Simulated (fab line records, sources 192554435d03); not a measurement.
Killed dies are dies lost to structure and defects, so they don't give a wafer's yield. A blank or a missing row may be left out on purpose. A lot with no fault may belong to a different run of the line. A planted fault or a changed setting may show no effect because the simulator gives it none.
fab line records | flow n5-finfet | part 1 of 2: steps 1 to 23 of 30
record lots=5 wafers=15 last-day=17
route steps=1938 shown BEOL_M6@1253 BEOL_M7@1263
lots that met no fault: taken from a fault-free run of the same line
start-h: hours from the record's first day to the start of the lot's first wafer shown | wait-h: time in hours since the lot's previous step | " the same as in the row above | L1.1+2: a single row standing in for several wafers | - no value present, or no start provided | * or withheld: withheld | < > ~ a bound
route shown NAME@n: a module of which the file shows steps, and the number in the route of the first | usual: average and standard deviation across the fault-free wafers | same: alike in all rows | chamber/n: place in a boat | sites: each site's reading | _std_site: standard deviation of those values | _edge_site: outer sites' mean less inner sites' | radius-mm: for every site, how far away it sits from the centre of the wafer | mask NAME#n: copy n | behind: the last tool/chamber to shape the wafer | hold: why the lot went on hold/how many hours it stayed there/how the hold came to an end | device: names the non-switching transistor (n, p or np) | end of line: the same wafers' tests at the end of the route | step lacking rows: just its recipe | killed: dies lost to structure and defects at the first sort, not the wafer's yield | map: per-die view of a wafer (x killed, . not killed, _ where there is no die)
set.NAME: the setting the step ran with; set.NAME@STEP: the setting that earlier step ran with | model.NAME: the simulator's own value behind a step, which no gauge read
lots at selected steps of the route; one table per step, one row per wafer
services: when a tool's chamber went out of use (start-h, in hours from the record's first day, below 0 if earlier), for how many hours, and the reason
## steps
# step N5_BEOL_M6_CVD_78
# recipe material=Co target-thk-a=20 temp-c=withheld precursor=CCTBA/H2 pressure-torr=30 time-s=142.3
# columns lot.wafer tool chamber start-h wait-h
L074.2+4+5 cvd-co-01 0,0,2 180.77 0.0
L082.3+4+6 cvd-co-01 2,2,1 224.75 0.3
L084.4+5+6 cvd-co-01 0,2,1 238.85 0.1
L093.1+3+4 cvd-co-02 1,2,0 294.86 0.1
L097.3+4+6 cvd-co-02 2,0,2 327.45 0.1
# step N5_BEOL_M6_SPUTTER_48
# recipe material=Cu target-thk-a=100 temp-c=-20 bias-v=60 power-w=26000 chamber-pressure-pa=0.13 time-s=1.667
# usual cathode-dc-power-W=26001/4.8 chamber-pressure-pa=0.12996/0.00029 throttle-valve-pct=30.2/1.1
# columns lot.wafer tool chamber start-h wait-h cathode-dc-power-W chamber-pressure-pa throttle-valve-pct
L074.2 pvd-sputter-01 - 181.03 0.2 25996 0.13003 31.0
L074.4 " - " " 25997 0.12993 31.4
L074.5 " - " " 26002 0.12987 31.8
L082.3 pvd-sputter-02 - 224.93 0.1 26007 0.13024 29.7
L082.4 " - " " 25994 0.12929 30.1
L082.6 " - " " 26013 0.13011 29.9
L084.4 pvd-sputter-01 - 238.94 0.0 25998 0.12975 30.7
L084.5 " - " " 26003 0.13022 29.9
L084.6 " - " " 26004 0.13022 30.9
L093.1 pvd-sputter-02 - 294.98 0.1 26002 0.12928 31.6
L093.3 " - " " 26003 0.13017 29.8
L093.4 " - " " 26005 0.13005 30.3
L097.3 pvd-sputter-01 - 327.81 0.3 26003 0.12995 31.0
L097.4 " - " " 25999 0.12997 31.4
L097.6 " - " " 26000 0.12963 30.9
# step N5_BEOL_M6_ECD_50
# recipe material=Cu target-thk-a=3000
# columns lot.wafer tool chamber start-h wait-h
L074.2+4+5 ecd-cu-02 0,0,1 181.14 0.1
L082.3+4+6 ecd-cu-02 1,0,0 225.07 0.1
L084.4+5+6 ecd-cu-01 0,1,0 239.09 0.1
L093.1+3+4 ecd-cu-02 1,0,1 295.10 0.1
L097.3+4+6 ecd-cu-01 1,0,1 327.96 0.1
# step N5_BEOL_M6_ANNEAL_51
# recipe temp-c=225 time-s=90 ambient=N2
# usual anneal-temp-c=225.01/0.2 wafer_temp_C_max=225.91/0.23
# columns lot.wafer tool chamber start-h wait-h anneal-temp-c wafer_temp_C_max
L074.2 rtp-anneal-02 0 181.33 0.2 225.14 225.62
L074.4 " 0 " " 224.70 225.55
L074.5 " 0 " " 224.76 225.77
L082.3 rtp-anneal-02 0 225.81 0.7 225.03 226.19
L082.4 " 0 " " 225.10 225.73
L082.6 " 0 " " 225.15 226.06
L084.4 rtp-anneal-02 0 239.73 0.6 224.74 225.68
L084.5 " 0 " " 225.39 225.85
L084.6 " 0 " " 225.13 225.79
L093.1 rtp-anneal-02 0 295.19 0.1 224.86 225.89
L093.3 " 0 " " 224.99 226.08
L093.4 " 0 " " 225.08 225.48
L097.3 rtp-anneal-01 0 328.90 0.9 224.93 225.93
L097.4 " 0 " " 225.31 225.72
L097.6 " 0 " " 225.11 226.42
# step N5_BEOL_M6_CMP_52
# recipe stop-on=SiCOH_lowk t-overpolish-s=6.9 down-force-psi=1 platen-rpm=50 clearing-platen-down-force-psi=1.5 clearing-platen-rpm=50 post-cmp-clean=cu-alkaline target-thk-nm=80 clearing-platen-pad-velocity-m-s=0.99484 pad-velocity-m-s=0.99484
# usual barrier-field-endpoint-s=28.9/0.79 motor-current-A=5.8/0.54 overpolish-run-s=6.901/0.0093 time-to-endpoint-s=63/3.7
# columns lot.wafer tool chamber start-h wait-h barrier-field-endpoint-s motor-current-A overpolish-run-s time-to-endpoint-s
L074.2 cmp-03 2 181.58 0.2 28.7 5.8 6.910 59
L074.4 " 3 " " 28.2 6.1 6.888 56
L074.5 " 2 " " 28.4 5.4 6.892 61
L082.3 cmp-03 2 226.02 0.2 27.9 5.6 6.902 62
L082.4 " 1 " " 28.3 5.4 6.890 66
L082.6 " 2 " " 28.1 5.5 6.888 60
L084.4 cmp-01 3 240.00 0.2 29.5 7.1 6.911 62
L084.5 " 0 " " 29.0 6.1 6.911 64
L084.6 " 1 " " 30.1 6.0 6.904 67
L093.4 cmp-04 3 295.50 0.1 28.9 7.3 6.892 66
L093.1 " 1 " " 28.4 6.0 6.913 66
L093.3 " 2 " " 28.8 5.5 6.903 66
L097.3 cmp-03 3 329.18 0.2 27.9 5.7 6.878 63
L097.4 " 0 " " 29.9 5.4 6.892 69
L097.6 " 0 " " 29.5 5.5 6.897 70
# step N5_BEOL_M6_THK_MEAS_53
# recipe thk-meas-gauge=xrf reads=Cu_of_BEOL_M6_ECD_50
# usual M6_THK=79.7/2
# columns lot.wafer tool chamber start-h wait-h M6_THK[nm]
L074.2 film-metro-01 - 181.88 - 79.4
L074.4 " - " " 82.7
L074.5 " - " " 81.2
L082.3 film-metro-01 - 226.32 - 79.8
L082.4 " - " " 78.2
L082.6 " - " " 78.4
L084.4 film-metro-01 - 240.19 - 82.0
L084.5 " - " " 80.5
L084.6 " - " " 82.4
L093.1 film-metro-01 - 295.80 - 78.4
L093.3 " - " " 78.5
L093.4 " - " " 79.3
L097.3 film-metro-02 - 329.47 - 78.3
L097.4 " - " " 79.0
L097.6 " - " " 78.7
# step N5_BEOL_M6_PRE_CLEAN_55
# recipe gas=NH3 time-s=15 temp-c=withheld rf-power-w=300
# columns lot.wafer tool chamber start-h wait-h
L074.2+4+5 pecvd-04 1,1,2 181.91 0.0
L082.3+4+6 pecvd-02 2,2,1 226.35 0.0
L084.4+5+6 pecvd-04 1,2,0 240.23 0.0
L093.1+3+4 pecvd-01 1,2,1 295.84 0.0
L097.3+4+6 pecvd-01 2,2,0 329.51 0.0
# step N5_BEOL_M6_DEP_56
# recipe material=SiCN target-thk-a=100 temp-c=withheld precursor=3MS/NH3 pressure-torr=3 rf-w=202 time-s=17.5
# usual showerhead-plenum-p-Torr=3.667/0.011 throttle-valve-pct=9.0/0.58
# columns lot.wafer tool chamber start-h wait-h showerhead-plenum-p-Torr throttle-valve-pct
L074.2 pecvd-04 1 181.94 0.0 3.659 9.9
L074.4 " 1 " " 3.655 9.7
L074.5 " 2 " " 3.689 7.9
L082.3 pecvd-02 2 226.38 0.0 3.679 8.5
L082.4 " 2 " " 3.677 8.9
L082.6 " 1 " " 3.658 9.2
L084.4 pecvd-04 1 240.26 0.0 3.662 10.0
L084.5 " 2 " " 3.686 7.8
L084.6 " 0 " " 3.652 9.0
L093.1 pecvd-01 1 295.86 0.0 3.673 9.1
L093.3 " 2 " " 3.672 8.4
L093.4 " 1 " " 3.684 9.1
L097.3 pecvd-01 2 329.53 0.0 3.676 8.2
L097.4 " 2 " " 3.669 8.1
L097.6 " 0 " " 3.644 9.0
# step N5_BEOL_M6_RS_MEAS_57
# recipe thk-meas-gauge=four-point-probe reads=Cu_of_BEOL_M6_ECD_50+Co_of_BEOL_M6_CVD_78+TaN_of_BEOL_M6_ALD_77
# usual M6_RS=0.285/0.0082
# columns lot.wafer tool chamber start-h wait-h M6_RS[ohm/sq]
L074.2 film-metro-02 - 182.01 0.1 0.288
L074.4 " - " " 0.273
L074.5 " - " " 0.280
L082.3 film-metro-02 - 226.45 0.1 0.283
L082.4 " - " " 0.289
L082.6 " - " " 0.289
L084.4 film-metro-01 - 240.32 0.0 0.275
L084.5 " - " " 0.282
L084.6 " - " " 0.275
L093.1 film-metro-01 - 295.93 0.1 0.294
L093.3 " - " " 0.294
L093.4 " - " " 0.290
L097.3 film-metro-02 - 329.60 0.1 0.291
L097.4 " - " " 0.286
L097.6 " - " " 0.287
# step N5_BEOL_M6_INSPECT_58
# recipe inspect-instrument=darkfield mode=post-dep
# usual raw-defect-count=65/20
# columns lot.wafer tool chamber start-h wait-h raw-defect-count
L074.2 defect-inspect-01 - 182.03 0.0 70
L074.4 " - " " 35
L074.5 " - " " 58
L082.3 defect-inspect-02 - 226.47 0.0 45
L082.4 " - " " 36
L082.6 " - " " 43
L084.4 defect-inspect-02 - 240.34 0.0 42
L084.5 " - " " 104
L084.6 " - " " 51
L093.1 defect-inspect-02 - 295.95 0.0 37
L093.3 " - " " 74
L093.4 " - " " 48
L097.3 defect-inspect-02 - 329.63 0.0 59
L097.4 " - " " 54
L097.6 " - " " 64
# step N5_BEOL_M7_ILD_DEP_00
# recipe material=SiCOH_lowk target-thk-a=1797.5 temp-c=300 precursor=DEMS/porogen pressure-torr=5 rf-w=500 time-s=33.4
# usual heater-power-w=305/47 showerhead-plenum-p-Torr=5.743/0.014 throttle-valve-pct=13.9/0.65
# columns lot.wafer tool chamber start-h wait-h heater-power-w showerhead-plenum-p-Torr throttle-valve-pct
L074.2 pecvd-02 1 182.07 0.0 348 5.742 14.1
L074.4 " 1 " " 273 5.722 14.3
L074.5 " 2 " " 317 5.759 13.6
L082.3 pecvd-03 1 226.51 0.0 309 5.759 14.3
L082.4 " 1 " " 312 5.766 14.6
L082.6 " 2 " " 211 5.734 13.1
L084.4 pecvd-03 0 240.40 0.1 261 5.737 14.1
L084.5 " 1 " " 347 5.758 14.6
L084.6 " 2 " " 238 5.742 12.7
L093.1 pecvd-03 2 295.99 0.0 237 5.726 13.0
L093.3 " 1 " " 313 5.753 14.5
L093.4 " 0 " " 275 5.744 14.1
L097.3 pecvd-02 1 329.67 0.0 332 5.728 14.1
L097.4 " 2 " " 283 5.733 13.8
L097.6 " 0 " " 318 5.752 14.7
# step N5_BEOL_M7_CURE_74
# recipe temp-c=385 time-s=240 ambient=He/Ar material=SiCOH_lowk
# usual lamp-power-pct=52.31/0.055 wafer_temp_C_max=387.0/0.82
# columns lot.wafer tool chamber start-h wait-h lamp-power-pct wafer_temp_C_max
L074.2 uv-cure-03 0 182.22 0.1 52.31 385.9
L074.4 " 0 " " 52.31 385.9
L074.5 " 0 " " 52.32 385.9
L082.3 uv-cure-03 1 226.73 0.2 52.33 387.2
L082.4 " 1 " " 52.26 386.8
L082.6 " 1 " " 52.28 387.2
L084.4 uv-cure-03 1 240.68 0.3 52.33 387.5
L084.5 " 1 " " 52.35 387.9
L084.6 " 1 " " 52.23 387.6
L093.1 uv-cure-01 1 296.20 0.2 52.25 387.6
L093.3 " 1 " " 52.33 388.5
L093.4 " 1 " " 52.26 388.2
L097.3 uv-cure-01 1 329.89 0.2 52.26 387.1
L097.4 " 1 " " 52.34 387.6
L097.6 " 1 " " 52.29 388.8
# step N5_BEOL_M7_THK_MEAS_01
# recipe reads=SiCOH_lowk_of_BEOL_M7_ILD_DEP_00
# usual M7_ILD_THK=155.4/2.1
# columns lot.wafer tool chamber start-h wait-h M7_ILD_THK[nm]
L074.2 film-metro-01 - 182.65 0.4 154.1
L074.4 " - " " 156.4
L074.5 " - " " 154.5
L082.3 film-metro-02 - 227.09 0.3 156.3
L082.4 " - " " 159.2
L082.6 " - " " 160.0
L084.4 film-metro-02 - 240.96 0.2 158.7
L084.5 " - " " 156.7
L084.6 " - " " 160.9
L093.1 film-metro-02 - 296.71 0.4 154.2
L093.3 " - " " 151.8
L093.4 " - " " 154.2
L097.3 film-metro-01 - 330.24 0.3 153.7
L097.4 " - " " 156.9
L097.6 " - " " 157.1
# step N5_BEOL_M7_PECVD_70
# recipe material=SiO2 target-thk-a=200 temp-c=400 precursor=TEOS/O2 pressure-torr=5.5 rf-w=450 teos-flow-sccm=53.8 gas=O2 flow-sccm=3000 time-s=22.7
# usual heater-power-w=700/89 showerhead-plenum-p-Torr=8.80/0.047 throttle-valve-pct=22.5/0.96
# columns lot.wafer tool chamber start-h wait-h heater-power-w showerhead-plenum-p-Torr throttle-valve-pct
L074.2 pecvd-03 1 182.68 0.0 809 8.88 23.2
L074.4 " 2 " " 627 8.76 21.2
L074.5 " 1 " " 807 8.90 22.9
L082.3 pecvd-01 1 227.12 0.0 913 8.85 22.4
L082.4 " 0 " " 602 8.73 21.8
L082.6 " 1 " " 890 8.84 22.6
L084.4 pecvd-01 0 241.01 0.1 641 8.75 21.7
L084.5 " 0 " " 624 8.75 21.7
L084.6 " 1 " " 734 8.84 22.5
L093.1 pecvd-03 1 296.75 0.0 673 8.90 23.0
L093.3 " 2 " " 557 8.74 21.1
L093.4 " 2 " " 537 8.77 21.2
L097.3 pecvd-02 2 330.28 0.0 710 8.82 22.1
L097.4 " 0 " " 825 8.79 24.2
L097.6 " 1 " " 731 8.76 22.4
# step N5_BEOL_M7_HM_DEP_02
# recipe material=TiN target-thk-a=200 temp-c=25 chamber-pressure-pa=0.49996
# usual chamber-pressure-pa=0.5000/0.00099 throttle-valve-pct=30.2/1
# columns lot.wafer tool chamber start-h wait-h chamber-pressure-pa throttle-valve-pct
L074.2 pvd-sputter-01 - 183.03 0.3 0.4991 31.3
L074.4 " - " " 0.5005 29.8
L074.5 " - " " 0.5002 29.9
L082.3 pvd-sputter-02 - 227.69 0.5 0.5003 30.3
L082.4 " - " " 0.4997 29.0
L082.6 " - " " 0.5005 29.9
L084.4 pvd-sputter-01 - 241.57 0.5 0.5000 31.2
L084.5 " - " " 0.5006 31.6
L084.6 " - " " 0.4992 29.5
L093.1 pvd-sputter-03 - 296.99 0.2 0.5008 30.4
L093.3 " - " " 0.4986 31.7
L093.4 " - " " 0.4999 28.4
L097.3 pvd-sputter-01 - 332.03 1.7 0.4995 29.4
L097.4 " - " " 0.5009 31.7
L097.6 " - " " 0.4984 29.7
# step N5_BEOL_M7_COAT_59
# recipe resist=SOC temp-c=250 time-s=60 spin-rpm=1500 resist-thk-nm=100
# usual chill-plate-temp-C=23.00/0.12 resist-line-temp-C=22.99/0.089
# columns lot.wafer tool chamber start-h wait-h chill-plate-temp-C resist-line-temp-C
L074.2 litho-track-04 0 183.15 0.1 22.89 23.08
L074.4 " 0 " " 22.80 22.89
L074.5 " 0 " " 22.97 23.08
L082.3 litho-track-02 0 227.81 0.1 22.97 22.87
L082.4 " 0 " " 22.97 23.04
L082.6 " 0 " " 23.06 22.91
L084.4 litho-track-05 0 241.70 0.1 23.10 22.95
L084.5 " 0 " " 23.04 23.02
L084.6 " 0 " " 22.90 23.03
L093.1 litho-track-02 0 297.12 0.1 23.01 22.90
L093.3 " 0 " " 22.81 22.80
L093.4 " 0 " " 23.03 22.87
L097.3 litho-track-02 0 332.16 0.1 23.00 22.90
L097.4 " 0 " " 22.87 23.09
L097.6 " 0 " " 22.99 23.01
# step N5_BEOL_M7_COAT_60
# recipe resist=SiARC temp-c=220 time-s=60 spin-rpm=1500 resist-thk-nm=35
# usual chill-plate-temp-C=23.01/0.098 resist-line-temp-C=23.01/0.11
# columns lot.wafer tool chamber start-h wait-h chill-plate-temp-C resist-line-temp-C
L074.2 litho-track-04 0 - - 23.06 23.00
L074.4 " 0 " " 23.06 22.94
L074.5 " 0 " " 23.03 22.99
L082.3 litho-track-02 0 - - 22.93 22.91
L082.4 " 0 " " 22.99 22.91
L082.6 " 0 " " 23.09 22.97
L084.4 litho-track-05 0 - - 23.14 23.11
L084.5 " 0 " " 23.01 23.00
L084.6 " 0 " " 23.28 23.02
L093.1 litho-track-02 0 - - 23.05 22.90
L093.3 " 0 " " 23.01 23.06
L093.4 " 0 " " 22.94 23.03
L097.3 litho-track-02 0 - - 23.07 22.93
L097.4 " 0 " " 23.01 22.93
L097.6 " 0 " " 22.96 23.01
# step N5_BEOL_M7_COAT_05
# recipe resist=CAR-ArF spin-rpm=1500 resist-thk-nm=90
# usual chill-plate-temp-C=22.99/0.11 resist-line-temp-C=23.01/0.099
# columns lot.wafer tool chamber start-h wait-h chill-plate-temp-C resist-line-temp-C
L074.2 litho-track-04 0 - - 23.00 22.96
L074.4 " 0 " " 22.90 23.06
L074.5 " 0 " " 23.01 22.92
L082.3 litho-track-02 0 - - 23.04 22.83
L082.4 " 0 " " 23.00 23.04
L082.6 " 0 " " 22.98 22.96
L084.4 litho-track-05 0 - - 22.94 23.08
L084.5 " 0 " " 22.84 23.07
L084.6 " 0 " " 22.82 23.03
L093.1 litho-track-02 0 - - 23.08 23.04
L093.3 " 0 " " 23.04 23.07
L093.4 " 0 " " 23.04 22.96
L097.3 litho-track-02 0 - - 23.03 23.20
L097.4 " 0 " " 23.10 23.15
L097.6 " 0 " " 22.89 23.14
# step N5_BEOL_M7_EBR_07
# recipe solvent=PGMEA ebr-width-mm=1.5
# usual chill-plate-temp-C=23.00/0.098 resist-line-temp-C=23.00/0.099
# columns lot.wafer tool chamber start-h wait-h chill-plate-temp-C resist-line-temp-C
L074.2 litho-track-04 0 - - 23.03 23.07
L074.4 " 0 " " 22.93 23.08
L074.5 " 0 " " 23.11 23.01
L082.3 litho-track-02 0 - - 23.27 22.98
L082.4 " 0 " " 23.07 22.85
L082.6 " 0 " " 23.19 22.84
L084.4 litho-track-05 0 - - 22.83 22.98
L084.5 " 0 " " 23.07 23.11
L084.6 " 0 " " 23.07 23.04
L093.1 litho-track-02 0 - - 23.18 22.98
L093.3 " 0 " " 22.99 23.02
L093.4 " 0 " " 23.01 23.09
L097.3 litho-track-02 0 - - 22.98 22.75
L097.4 " 0 " " 22.76 22.82
L097.6 " 0 " " 22.94 22.95
# step N5_BEOL_M7_SOFTBAKE_06
# recipe temp-c=110 time-s=60 resist=CAR-ArF
# usual chill-plate-temp-C=23.02/0.1 resist-line-temp-C=22.99/0.11
# columns lot.wafer tool chamber start-h wait-h chill-plate-temp-C resist-line-temp-C
L074.2 litho-track-04 0 - - 22.95 22.90
L074.4 " 0 " " 23.05 22.92
L074.5 " 0 " " 23.09 22.81
L082.3 litho-track-02 0 - - 22.92 23.02
L082.4 " 0 " " 22.92 23.00
L082.6 " 0 " " 22.96 22.95
L084.4 litho-track-05 0 - - 22.96 23.09
L084.5 " 0 " " 23.11 23.03
L084.6 " 0 " " 23.16 23.13
L093.1 litho-track-02 0 - - 23.03 22.88
L093.3 " 0 " " 22.93 22.92
L093.4 " 0 " " 23.10 22.91
L097.3 litho-track-02 0 - - 23.21 23.04
L097.4 " 0 " " 22.98 23.14
L097.6 " 0 " " 22.90 23.06
# step N5_BEOL_M7_EXPOSE_08
# recipe mask-id=M7 na=1.35 source-shape=dipole sigma-inner=0.817 sigma-outer=0.97 polarization=te dose-mj=68.25
# same sigma-outer=0.97
# columns lot.wafer tool chamber start-h wait-h mask
L074.2+4+5 arfi-scanner-03 0 183.40 - M7#0
L082.3+4+6 arfi-scanner-03 0 228.07 - M7#0
L084.4+5+6 arfi-scanner-01 0 241.96 - M7#0
L093.1+3+4 arfi-scanner-03 0 297.24 - M7#0
L097.3+4+6 arfi-scanner-01 0 332.41 - M7#0
# step N5_BEOL_M7_PEB_09
# recipe peb-temp-c=withheld peb-time-s=60 resist=CAR-ArF
# usual chill-plate-temp-C=22.99/0.11 resist-line-temp-C=22.99/0.1
# columns lot.wafer tool chamber start-h wait-h chill-plate-temp-C resist-line-temp-C
L074.2 litho-track-05 0 183.46 0.0 22.85 23.12
L074.4 " 0 " " 22.87 23.06
L074.5 " 0 " " 23.03 23.02
L082.3 litho-track-04 0 228.12 0.0 23.00 22.96
L082.4 " 0 " " 23.08 22.87
L082.6 " 0 " " 22.97 23.00
L084.4 litho-track-04 0 242.01 0.0 22.97 22.91
L084.5 " 0 " " 23.08 22.92
L084.6 " 0 " " 23.03 22.90
L093.1 litho-track-02 0 297.30 0.1 23.16 23.05
L093.3 " 0 " " 23.09 22.89
L093.4 " 0 " " 23.07 22.95
L097.3 litho-track-02 0 332.46 0.0 22.96 23.01
L097.4 " 0 " " 22.79 22.91
L097.6 " 0 " " 22.83 23.01
# step N5_BEOL_M7_DEVELOP_10
# recipe develop-time-s=30 developer=TMAH resist=CAR-ArF rinse-liquid=diw dry=air-spin dev-temp-c=23
# usual chill-plate-temp-C=23.01/0.095 resist-line-temp-C=23.01/0.092
# columns lot.wafer tool chamber start-h wait-h chill-plate-temp-C resist-line-temp-C
L074.2 litho-track-05 0 - - 22.87 22.82
L074.4 " 0 " " 22.98 22.84
L074.5 " 0 " " 22.90 22.81
L082.3 litho-track-04 0 - - 22.94 22.84
L082.4 " 0 " " 22.99 22.88
L082.6 " 0 " " 23.04 23.01
L084.4 litho-track-04 0 - - 23.00 23.04
L084.5 " 0 " " 23.00 23.07
L084.6 " 0 " " 23.15 23.05
L093.1 litho-track-02 0 - - 22.89 23.08
L093.3 " 0 " " 22.99 23.17
L093.4 " 0 " " 23.23 23.05
L097.3 litho-track-02 0 - - 23.17 22.89
L097.4 " 0 " " 23.01 22.86
L097.6 " 0 " " 23.06 22.85
